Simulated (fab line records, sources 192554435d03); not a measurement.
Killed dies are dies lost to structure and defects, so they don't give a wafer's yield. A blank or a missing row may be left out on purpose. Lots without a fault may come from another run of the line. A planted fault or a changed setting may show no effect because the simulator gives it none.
fab line records | flow n5_finfet
record lots=7 wafers=21
route steps=1938 shown BEOL_M15@1779 MIM_TOP_LITHO@1843 PASSIVATION@1901
start_h: hours from the record's first day to the start of the lot's first wafer shown | wait_h: hours since the lot's step before | " the same as in the row above | L1.1+2: a row that stands for several wafers | - no value, or no start given | * or withheld: withheld | < > ~ a bound
route shown NAME@n: a module of which the file shows steps, and the number in the route of the first | usual: mean/standard deviation of fault-free wafers | same: alike in all rows | chamber/n: place in a boat | sites: the reading at each site | _std_site: their standard deviation | _edge_site: outer sites' mean less inner sites' | radius_mm: how far each site lies from the wafer's centre | mask NAME#n: copy n | behind: the tool/chamber that last shaped the wafer | hold: why the lot was held/for how many hours/how that ended | device: the transistor (n, p or np) that didn't switch | end of line: the same wafers' tests at the end of the route | a step without rows: its recipe alone | killed: dies lost to structure and defects at the first sort, not the wafer's yield | map: a wafer's dies, x killed, . not, _ none there
set.NAME: the setting as run; set.NAME@STEP: as run at that earlier step | model.NAME: the simulator's own value behind a step, which no gauge read
lots whose settings were changed on purpose; a table a step, a row a wafer
## steps
# step N5_BEOL_M15_EXPOSE_07
# recipe mask_id=V14 na=0.8 source_shape=annular sigma_inner=0.5 sigma_outer=0.8 polarization=unpolarized attpsm_phase_deg=180 dose_mj=41.25
# columns lot.wafer tool chamber start_h wait_h mask set.dose_mj
L078.3 krf_scanner-02 0 267.31 - V14#0 39.06
L078.5+6 " 0 " " V14#0 41.25
L081.1+2 krf_scanner-02 0 312.34 - V14#0 43.09
L081.4 " 0 " " V14#0 41.25
L082.1+6 krf_scanner-02 0 312.98 - V14#0 41.25
L082.3 " 0 " " V14#0 42.09
L083.2+5+6 krf_scanner-02 0 314.22 - V14#0 41.25
L084.1+3+5 krf_scanner-01 0 315.02 - V14#0 41.25
L096.2+3+6 krf_scanner-01 0 390.44 - V14#0 41.25
L097.2+3 krf_scanner-01 0 392.16 - V14#0 42.98
L097.4 " 0 " " V14#0 41.25
# step N5_BEOL_M15_PEB_08
# recipe peb_temp_c=130 peb_time_s=90
# step N5_BEOL_M15_DEVELOP_09
# recipe develop_time_s=45 rinse_liquid=diw dry=air_spin dev_temp_c=21
# step N5_BEOL_M15_HARDBAKE_14
# recipe temp_c=130 time_s=120
# step N5_BEOL_M15_CD_MEAS_10
# recipe target_cd_nm=360 landing_energy_ev=500 detector=se_inlens polarity=opening
# usual cd_nm=360.6/1.5
# columns lot.wafer tool chamber start_h wait_h set.dose_mj@BEOL_M15_EXPOSE_07 cd_nm
L078.3 cd_sem-02 0 267.48 - 39.06 350.5
L078.5 " 0 " " 41.25 359.3
L078.6 " 0 " " 41.25 360.9
L081.1 cd_sem-02 0 312.51 - 43.09 371.7
L081.2 " 0 " " 43.09 370.0
L081.4 " 0 " " 41.25 362.1
L082.1 cd_sem-03 0 313.15 - 41.25 358.7
L082.3 " 0 " " 42.09 361.8
L082.6 " 0 " " 41.25 358.6
L083.2 cd_sem-02 0 314.39 - 41.25 361.6
L083.5 " 0 " " 41.25 361.1
L083.6 " 0 " " 41.25 362.4
L084.1 cd_sem-01 0 315.19 - 41.25 363.2
L084.3 " 0 " " 41.25 363.2
L084.5 " 0 " " 41.25 362.9
L096.2 cd_sem-01 0 390.61 - 41.25 360.2
L096.3 " 0 " " 41.25 359.4
L096.6 " 0 " " 41.25 359.9
L097.2 cd_sem-02 0 392.33 - 42.98 367.2
L097.3 " 0 " " 42.98 365.6
L097.4 " 0 " " 41.25 358.1
# step N5_BEOL_M15_STRIP_64
# recipe chemistry=O2 power_w=600 temp_c=60 pressure_mtorr=30 rf_frequency_hz=6e+07 bias_power_w=0 overash_fraction=0.3 o2_flow_sccm=225
# columns lot.wafer tool chamber start_h wait_h set.pressure_mtorr
L078.3+5+6 rie_diel-02 2,3,0 - - 34.68
L081.1+2+4 rie_diel-05 1,2,0 - - 30
L082.1+3+6 rie_diel-02 2,1,3 - - 34.38
L083.2+5+6 rie_diel-02 1,0,3 - - 30
L084.1+3+5 rie_diel-05 1,0,1 - - 35.74
L096.2+3+6 rie_diel-06 1,3,3 - - 35.61
L097.2+3+4 rie_diel-05 3,1,2 - - 24.1
# step N5_BEOL_M15_STRIP_65
# recipe chemistry=post_etch_residue_remover time_s=60 temp_c=25 remover_ph=withheld remover_water_wt_pct=withheld remover_fluoride_wt_pct=withheld
# step N5_BEOL_M15_SRD_66
# recipe time_s=30 temp_c=23 rinse_liquid=diw dry=n2_spin spin_rpm=1500 dry_time_s=30
# step N5_BEOL_M15_CD_MEAS_17
# recipe target_cd_nm=360 polarity=opening
# usual cd_nm=361.7/1.7
# columns lot.wafer tool chamber start_h wait_h set.dose_mj@BEOL_M15_EXPOSE_07 cd_nm
L078.3 cd_sem-01 - 268.06 0.0 39.06 349.5
L078.5 " - " " 41.25 360.4
L078.6 " - " " 41.25 362.5
L081.1 cd_sem-01 - 313.55 0.0 43.09 372.3
L081.2 " - " " 43.09 370.7
L081.4 " - " " 41.25 362.7
L082.1 cd_sem-03 - 314.48 0.0 41.25 358.8
L082.3 " - " " 42.09 362.6
L082.6 " - " " 41.25 359.3
L083.2 cd_sem-03 - 316.12 0.0 41.25 362.3
L083.5 " - " " 41.25 363.7
L083.6 " - " " 41.25 363.4
L084.1 cd_sem-02 - 317.50 0.0 41.25 364.5
L084.3 " - " " 41.25 362.9
L084.5 " - " " 41.25 364.2
L096.2 cd_sem-03 - 392.35 0.0 41.25 360.1
L096.3 " - " " 41.25 360.3
L096.6 " - " " 41.25 362.1
L097.2 cd_sem-03 - 392.91 0.0 42.98 368.6
L097.3 " - " " 42.98 366.9
L097.4 " - " " 41.25 358.5
# step N5_MIM_TOP_LITHO_EXPOSE_05
# recipe mask_id=MIM_TOP na=0.55 source_shape=conventional sigma_outer=0.8 polarization=unpolarized target_cd_nm=2000 dose_mj=20.5
# columns lot.wafer tool chamber start_h wait_h mask set.dose_mj
L078.3+5+6 krf_scanner-02 0 274.41 - MIM_TOP#0 20.5
L081.1 krf_scanner-02 0 322.88 - MIM_TOP#0 20.5
L081.2+4 " 0 " " MIM_TOP#0 19.33
L082.1+6 krf_scanner-01 0 323.32 - MIM_TOP#0 20.5
L082.3 " 0 " " MIM_TOP#0 20.08
L083.2+5+6 krf_scanner-01 0 327.50 - MIM_TOP#0 20.5
L084.1+3+5 krf_scanner-02 0 327.80 - MIM_TOP#0 20.5
L096.2 krf_scanner-02 0 401.17 - MIM_TOP#0 20.5
L096.3+6 " 0 " " MIM_TOP#0 21.78
L097.2 krf_scanner-02 0 401.35 - MIM_TOP#0 19.22
L097.3+4 " 0 " " MIM_TOP#0 20.5
# step N5_MIM_TOP_LITHO_PEB_06
# recipe peb_temp_c=withheld peb_time_s=*
# columns lot.wafer tool chamber start_h wait_h set.peb_time_s
L078.3+5 litho_track-05 0 274.46 0.0 *
L078.6 " 0 " " *
L081.1+2+4 litho_track-02 0 322.93 0.1 *
L082.1+3 litho_track-02 0 323.37 0.1 *
L082.6 " 0 " " *
L083.2+5+6 litho_track-02 0 327.55 0.0 *
L084.1+3+5 litho_track-05 0 327.86 0.1 *
L096.2+6 litho_track-01 0 401.22 0.0 *
L096.3 " 0 " " *
L097.2+4 litho_track-01 0 401.40 0.0 *
L097.3 " 0 " " *
# step N5_MIM_TOP_LITHO_DEVELOP_07
# recipe develop_time_s=60 rinse_liquid=diw dry=air_spin dev_temp_c=21
# step N5_MIM_TOP_LITHO_HARDBAKE_09
# recipe temp_c=130 time_s=120
# step N5_MIM_TOP_LITHO_CD_MEAS_08
# recipe target_cd_nm=2000 landing_energy_ev=500 detector=se_inlens
# usual cd_nm=1999.9/1.3
# columns lot.wafer tool chamber start_h wait_h set.dose_mj@MIM_TOP_LITHO_EXPOSE_05 cd_nm
L078.3 cd_sem-02 0 274.58 - 20.5 1994.8
L078.5 " 0 " " 20.5 1993.9
L078.6 " 0 " " 20.5 1998.4
L081.1 cd_sem-02 0 323.05 - 20.5 1999.9
L081.2 " 0 " " 19.33 2011.1
L081.4 " 0 " " 19.33 2011.8
L082.1 cd_sem-03 0 323.49 - 20.5 1999.5
L082.3 " 0 " " 20.08 2004.7
L082.6 " 0 " " 20.5 1998.6
L083.2 cd_sem-01 0 327.67 - 20.5 2000.0
L083.5 " 0 " " 20.5 2000.2
L083.6 " 0 " " 20.5 2001.7
L084.1 cd_sem-01 0 327.98 - 20.5 1996.6
L084.3 " 0 " " 20.5 1997.8
L084.5 " 0 " " 20.5 1996.6
L096.2 cd_sem-02 0 401.34 - 20.5 2000.7
L096.3 " 0 " " 21.78 1987.7
L096.6 " 0 " " 21.78 1990.4
L097.2 cd_sem-03 0 401.52 - 19.22 2009.6
L097.3 " 0 " " 20.5 2000.3
L097.4 " 0 " " 20.5 1997.5
# step N5_MIM_TOP_LITHO_DESCUM_10
# recipe chemistry=O2 time_s=7.9 source_power_w=50 bias_power_w=20 pressure_mtorr=20 rf_frequency_hz=2.712e+07 temp_c=40 o2_flow_sccm=225
# columns lot.wafer tool chamber start_h wait_h set.dose_mj@MIM_TOP_LITHO_EXPOSE_05 model.MIM_TOP_LITHO.cd_nm
L078.3+5 rie_diel-04 1 274.67 0.0 20.5 1994
L078.6 " 0 " " 20.5 1998
L081.1 rie_diel-04 0 323.14 0.0 20.5 2000
L081.2 " 3 " " 19.33 2011
L081.4 " 2 " " 19.33 2012
L082.1 rie_diel-04 1 323.58 0.0 20.5 2000
L082.3 " 0 " " 20.08 2005
L082.6 " 3 " " 20.5 1999
L083.2+5 rie_diel-03 2,0 327.83 0.1 20.5 2000
L083.6 " 1 " " 20.5 2002
L084.1 rie_diel-04 0 328.11 0.1 20.5 1997
L084.3 " 3 " " 20.5 1998
L084.5 " 3 " " 20.5 1996
L096.2 rie_diel-01 0 401.43 0.0 20.5 2001
L096.3 " 3 " " 21.78 1988
L096.6 " 2 " " 21.78 1991
L097.2 rie_diel-01 0 401.63 0.1 19.22 2010
L097.3 " 3 " " 20.5 2000
L097.4 " 2 " " 20.5 1998
# step N5_PASSIVATION_EXPOSE_27
# recipe mask_id=PAD na=0.55 source_shape=conventional sigma_outer=0.8 polarization=unpolarized defocus_nm=0 dose_mj=32.3
# columns lot.wafer tool chamber start_h wait_h mask set.dose_mj
L078.3+5 krf_scanner-01 0 278.32 - PAD#0 32.3
L078.6 " 0 " " PAD#0 31.3
L081.1+4 krf_scanner-01 0 327.83 - PAD#0 32.3
L081.2 " 0 " " PAD#0 33
L082.1+3 krf_scanner-01 0 328.25 - PAD#0 32.3
L082.6 " 0 " " PAD#0 34.26
L084.1+3+5 krf_scanner-02 0 331.90 - PAD#0 31.24
L083.2+5+6 krf_scanner-02 0 331.95 - PAD#0 32.3
L096.2+3 krf_scanner-02 0 404.87 - PAD#0 32.3
L096.6 " 0 " " PAD#0 32.95
L097.2 krf_scanner-01 0 406.11 - PAD#0 33.54
L097.3+4 " 0 " " PAD#0 32.3
# step N5_PASSIVATION_PEB_28
# recipe peb_temp_c=withheld peb_time_s=*
# step N5_PASSIVATION_DEVELOP_29
# recipe develop_time_s=60 rinse_liquid=diw dry=air_spin dev_temp_c=21
# step N5_PASSIVATION_HARDBAKE_31
# recipe temp_c=130 time_s=120
# step N5_PASSIVATION_CD_MEAS_30
# recipe target_cd_nm=4000 landing_energy_ev=500 detector=se_inlens polarity=opening
# usual cd_nm=4000.0/1.4
# columns lot.wafer tool chamber start_h wait_h set.dose_mj@PASSIVATION_EXPOSE_27 cd_nm
L078.3 cd_sem-01 0 278.49 - 32.3 4000.8
L078.5 " 0 " " 32.3 4000.5
L078.6 " 0 " " 31.3 3995.2
L081.1 cd_sem-01 0 328.01 - 32.3 4001.1
L081.2 " 0 " " 33 4003.9
L081.4 " 0 " " 32.3 3999.7
L082.1 cd_sem-02 0 328.43 - 32.3 3999.4
L082.3 " 0 " " 32.3 4000.0
L082.6 " 0 " " 34.26 4010.9
L084.1 cd_sem-01 0 332.08 - 31.24 3992.7
L084.3 " 0 " " 31.24 3993.9
L084.5 " 0 " " 31.24 3994.1
L083.2 cd_sem-01 0 332.12 - 32.3 4000.6
L083.5 " 0 " " 32.3 4001.0
L083.6 " 0 " " 32.3 4000.9
L096.2 cd_sem-03 0 405.04 - 32.3 3996.6
L096.3 " 0 " " 32.3 3999.1
L096.6 " 0 " " 32.95 4002.5
L097.2 cd_sem-03 0 406.29 - 33.54 4006.8
L097.3 " 0 " " 32.3 3999.9
L097.4 " 0 " " 32.3 3999.0
## key
split step=N5_BEOL_M15_EXPOSE_07 setting=dose_mj stated=41.25 by=wafer
response step=N5_BEOL_M15_CD_MEAS_10 reading=cd_nm change=+1.88 per=1% r=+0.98
response step=N5_BEOL_M15_CD_MEAS_17 reading=cd_nm change=+2.13 per=1% r=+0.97
split step=N5_BEOL_M15_STRIP_64 setting=pressure_mtorr stated=30 by=lot
response none clear
split step=N5_MIM_TOP_LITHO_EXPOSE_05 setting=dose_mj stated=20.5 by=wafer
response step=N5_MIM_TOP_LITHO_CD_MEAS_08 reading=cd_nm change=-1.89 per=1% r=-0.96
response step=N5_MIM_TOP_LITHO_DESCUM_10 reading=model.MIM_TOP_LITHO.cd_nm change=-1.91 per=1% r=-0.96
split step=N5_MIM_TOP_LITHO_PEB_06 setting=peb_time_s stated=* by=wafer
response none clear
split step=N5_PASSIVATION_EXPOSE_27 setting=dose_mj stated=32.3 by=wafer
response step=N5_PASSIVATION_CD_MEAS_30 reading=cd_nm change=+1.86 per=1% r=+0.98
